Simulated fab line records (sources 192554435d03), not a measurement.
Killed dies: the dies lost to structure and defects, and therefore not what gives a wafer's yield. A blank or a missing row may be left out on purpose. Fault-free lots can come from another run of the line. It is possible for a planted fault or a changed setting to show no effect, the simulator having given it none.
Matching of chambers | flow n5_finfet | rie_diel-01 running N5_BEOL_M4_ETCH_77: 4 sister chambers
The step etches underlayer in N2/H2, target depth 6.5 nm, time 5.2 s. 4 wafers are shown with their chamber, then 8 later ones without.

EACH WAFER AND ITS CHAMBER
wafer  | chamber | showerhead_plenum_p_Torr (Torr)
L082.1 | 2       | 2.53
L082.3 | 1       | 2.49
L088.5 | 3       | 2.51
L092.3 | 0       | 2.69

WAFERS WITH NO CHAMBER GIVEN
wafer  | showerhead_plenum_p_Torr (Torr)
L092.5 | 2.52
L092.6 | 2.51
L095.1 | 2.52
L095.3 | 2.69
L095.6 | 2.52
L096.1 | 2.69
L096.5 | 2.69
L096.6 | 2.50

WHICH CHAMBER EACH ONE RAN IN
wafer  | from the rows above     | in truth
L092.5 | can't be placed: 2 or 3 | 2
L092.6 | 3                       | 3
L095.1 | can't be placed: 2 or 3 | 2
L095.3 | 0                       | 0
L095.6 | can't be placed: 2 or 3 | 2
L096.1 | 0                       | 0
L096.5 | 0                       | 0
L096.6 | can't be placed: 1 or 3 | 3
4 of 8 placed correctly. Unplaceable from these rows: 4, with the true chamber sitting among the candidates in 4. Number placed wrongly: 0.
How it was worked out, from the rows above alone: a wafer's distance from a chamber is the root of the sum, over the readings, of the square of ((its reading less the chamber's mean) divided by the reading's scatter). The wafer belongs to the nearest chamber; if the next one is less than 2 further off, it can't be placed. A chamber's mean is the mean of its shown wafers. The scatter (one wafer shown for each chamber): square how far every hidden wafer sits from the nearest shown wafer, average those squares and take the square root.
